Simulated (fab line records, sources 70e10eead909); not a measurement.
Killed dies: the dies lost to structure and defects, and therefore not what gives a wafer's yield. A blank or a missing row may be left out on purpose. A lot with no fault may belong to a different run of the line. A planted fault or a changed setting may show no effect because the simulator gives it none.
2 desks, one fault | flow nandHarc | every desk sees just its own numbers, and what lay behind them comes last

== AT THE METROLOGY DESK ==
What the gauges read for every lot (on any tool): the sampled wafers with a number, averaged. The brackets show how far a lot's mean lies from the usual mean; more than 4 standard deviations puts the lot out of limits, marked OUT.
Columns: A = thkNm at NHARC_A_ONON_D1_THK_MEAS_21, usual 1000 nm
lot  | first seen here | A
L954 | day 8 13:32     | 994
L963 | day 12 15:12    | 1495 (+51) OUT
L964 | day 12 18:59    | 1481 (+49) OUT
L966 | day 13 11:07    | 1000
L967 | day 14 06:35    | 992
L968 | day 14 06:35    | 991
L969 | day 15 01:10    | 987
L971 | day 15 09:02    | 1003
L970 | day 15 09:04    | 1013
L972 | day 15 23:35    | 1012
L974 | day 16 16:47    | 1010
L973 | day 16 16:47    | 988
L975 | day 17 06:55    | 1000
L976 | day 18 03:14    | 1010
This desk's verdict: out of limits on L963, L964, starting with L963 at day 12 15:12 (thkNm at NHARC_A_ONON_D1_THK_MEAS_21). In limits: L954, L966, L967, L968, L969, L971, L970, L972, L974, L973, L975, L976.

== THE DEFECT DESK ==
Counts from the inspections along the route, per lot, as means over the sampled wafers that have a number. The brackets show how far a lot's mean lies from the usual mean; more than 4 standard deviations puts the lot out of limits, marked OUT.
Columns: A = rawDefectCount at NHARC_A_CHANNEL_HOLE_D1_INSPECT_12, usual 5.2
lot  | first seen here | A
L954 | day 8 18:50     | 5.0
L966 | day 13 16:15    | 2.7
L967 | day 14 11:31    | 5.7
L968 | day 14 12:38    | 1.7
L969 | day 15 06:08    | 5.7
L971 | day 15 14:48    | 6.0
L970 | day 15 14:57    | 3.3
L972 | day 16 04:41    | 3.3
L974 | day 17 02:02    | 7.3
L973 | day 17 02:32    | 6.7
L975 | day 17 12:02    | 6.3
L976 | day 18 08:35    | 7.0
This desk found nothing out of limits on any of the 12 lots.

== TAKEN TOGETHER ==
The metrology desk could have raised an alarm at day 12 15:12, on L963, L964.
No out-of-limits result turned up at the defect desk.
The defect desk has no number on record for L963, L964.
On pecvdOnon-04, each named lot ran NHARC_A_ONON_D1_DEP_19.

== WHAT THE SIMULATOR HAD INSERTED ==
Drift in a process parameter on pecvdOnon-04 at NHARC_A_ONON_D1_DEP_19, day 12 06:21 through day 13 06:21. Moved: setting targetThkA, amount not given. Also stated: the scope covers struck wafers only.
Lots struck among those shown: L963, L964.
Per desk, hours elapsed from the start of the fault to the first reading out of limits: for the metrology desk, 9.
